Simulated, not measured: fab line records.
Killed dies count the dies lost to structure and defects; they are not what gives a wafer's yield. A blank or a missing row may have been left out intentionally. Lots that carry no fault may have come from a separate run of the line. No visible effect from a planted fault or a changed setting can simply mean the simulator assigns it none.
Chamber matching :: flow n5_finfet :: pecvd-04 running N5_FIN_SAQP_HM_DEP_72: 3 sister chambers
The step deposits SiO2 from SiH4/N2O, target thk 12 nm, time 7.2 s. 16 wafers are shown with their chamber, then 8 later ones without.

WAFERS WITH THEIR CHAMBER
wafer: L077.3
chamber: 1
showerhead_plenum_p_Torr (Torr): 8.65
heater_power_w (W): 635

wafer: L077.4
chamber: 0
showerhead_plenum_p_Torr (Torr): 8.22
heater_power_w (W): 711

wafer: L077.6
chamber: 1
showerhead_plenum_p_Torr (Torr): 8.65
heater_power_w (W): 623

wafer: L081.1
chamber: 0
showerhead_plenum_p_Torr (Torr): 8.21
heater_power_w (W): 740

wafer: L081.2
chamber: 1
showerhead_plenum_p_Torr (Torr): 8.64
heater_power_w (W): 735

wafer: L081.6
chamber: 1
showerhead_plenum_p_Torr (Torr): 8.65
heater_power_w (W): 738

wafer: L082.1
chamber: 0
showerhead_plenum_p_Torr (Torr): 8.22
heater_power_w (W): 668

wafer: L082.4
chamber: 0
showerhead_plenum_p_Torr (Torr): 8.22
heater_power_w (W): 670

wafer: L082.6
chamber: 1
showerhead_plenum_p_Torr (Torr): 8.66
heater_power_w (W): 724

wafer: L083.4
chamber: 0
showerhead_plenum_p_Torr (Torr): 8.21
heater_power_w (W): 719

wafer: L083.5
chamber: 1
showerhead_plenum_p_Torr (Torr): 8.64
heater_power_w (W): 762

wafer: L083.6
chamber: 2
showerhead_plenum_p_Torr (Torr): 8.17
heater_power_w (W): 852

wafer: L086.2
chamber: 2
showerhead_plenum_p_Torr (Torr): 8.16
heater_power_w (W): 883

wafer: L086.3
chamber: 2
showerhead_plenum_p_Torr (Torr): 8.15
heater_power_w (W): 849

wafer: L086.6
chamber: 0
showerhead_plenum_p_Torr (Torr): 8.21
heater_power_w (W): 646

wafer: L092.2
chamber: 0
showerhead_plenum_p_Torr (Torr): 8.23
heater_power_w (W): 671

SIGNATURES (means of the wafers above)
reading: showerhead_plenum_p_Torr
chamber 0: 8.2171
chamber 1: 8.6483
chamber 2: 8.1600
scatter within a chamber: 0.00797

reading: heater_power_w
chamber 0: 689.29
chamber 1: 702.83
chamber 2: 861.33
scatter within a chamber: 43.7
Rule: for a wafer and a chamber, the distance is found by dividing, reading by reading, the gap between the wafer's reading and the chamber's mean by the reading's scatter, squaring, summing and taking the root. The wafer belongs to the nearest chamber; if the next one is less than 2 further off, it can't be placed. The scatter: take each reading less its chamber's mean, square it, sum over the shown wafers, divide by the number of wafers less the number of chambers, and take the root.

WAFERS MISSING THEIR CHAMBER
wafer: L092.4
showerhead_plenum_p_Torr (Torr): 8.63
heater_power_w (W): 763

wafer: L092.6
showerhead_plenum_p_Torr (Torr): 8.13
heater_power_w (W): 862

wafer: L093.1
showerhead_plenum_p_Torr (Torr): 8.21
heater_power_w (W): 701

wafer: L093.2
showerhead_plenum_p_Torr (Torr): 8.63
heater_power_w (W): 719

wafer: L093.3
showerhead_plenum_p_Torr (Torr): 8.15
heater_power_w (W): 912

wafer: L097.2
showerhead_plenum_p_Torr (Torr): 8.18
heater_power_w (W): 855

wafer: L097.4
showerhead_plenum_p_Torr (Torr): 8.16
heater_power_w (W): 806

wafer: L097.6
showerhead_plenum_p_Torr (Torr): 8.20
heater_power_w (W): 719

WHICH CHAMBER EACH WENT THROUGH
wafer: L092.4
from the rows above: 1
in truth: 1

wafer: L092.6
from the rows above: 2
in truth: 2

wafer: L093.1
from the rows above: 0
in truth: 0

wafer: L093.2
from the rows above: 1
in truth: 1

wafer: L093.3
from the rows above: 2
in truth: 2

wafer: L097.2
from the rows above: 2
in truth: 2

wafer: L097.4
from the rows above: 2
in truth: 2

wafer: L097.6
from the rows above: 0
in truth: 0
Correct placement for 8 of the 8. Can't be placed from these rows: 0. Placed wrongly: 0.
